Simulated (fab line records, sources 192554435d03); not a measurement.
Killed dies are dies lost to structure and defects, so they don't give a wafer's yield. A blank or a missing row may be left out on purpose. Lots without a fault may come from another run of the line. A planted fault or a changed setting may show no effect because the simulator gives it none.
Chamber matching | flow n5_finfet | N5_BEOL_M9_VIA_ETCH_34 on rie_diel-05: 4 sister chambers
The step etches SiCOH lowk in C4F6/O2, target depth 182.4 nm, time 68.4 s. 7 wafers are shown with their chamber, then 7 later ones without.

WAFERS WITH THEIR CHAMBER
wafer  | chamber | showerhead_plenum_p_Torr (Torr) | rf_vpp_V (V)
L075.6 | 3       | 2.93                            | 679
L083.5 | 1       | 2.97                            | 662
L086.1 | 1       | 2.97                            | 662
L086.2 | 0       | 2.64                            | 636
L086.4 | 2       | 2.94                            | 663
L091.1 | 2       | 2.94                            | 662
L091.3 | 0       | 2.63                            | 637

WAFERS WITHOUT THEIR CHAMBER
wafer  | showerhead_plenum_p_Torr (Torr) | rf_vpp_V (V)
L091.4 | 2.92                            | 681
L095.1 | 2.96                            | 661
L095.2 | 2.93                            | 663
L095.4 | 2.93                            | 664
L097.2 | 2.91                            | 680
L097.3 | 2.63                            | 638
L097.6 | 2.63                            | 634

WHICH CHAMBER EACH WENT THROUGH
wafer  | from the rows above | in truth
L091.4 | 3                   | 3
L095.1 | 1                   | 1
L095.2 | 2                   | 2
L095.4 | 2                   | 2
L097.2 | 3                   | 3
L097.3 | 0                   | 0
L097.6 | 0                   | 0
Placed correctly: 7 of 7. Can't be placed from these rows: 0. Placed wrongly: 0.
How it was worked out, from the rows above alone: a wafer's distance from a chamber is the root of the sum, over the readings, of the square of ((its reading less the chamber's mean) divided by the reading's scatter). The wafer belongs to the nearest chamber; if the next one is less than 2 further off, it can't be placed. A chamber's mean is the mean of its shown wafers. The scatter: the root of (the sum of the squares of (reading less its chamber's mean) over the shown wafers, divided by (wafers less chambers)).
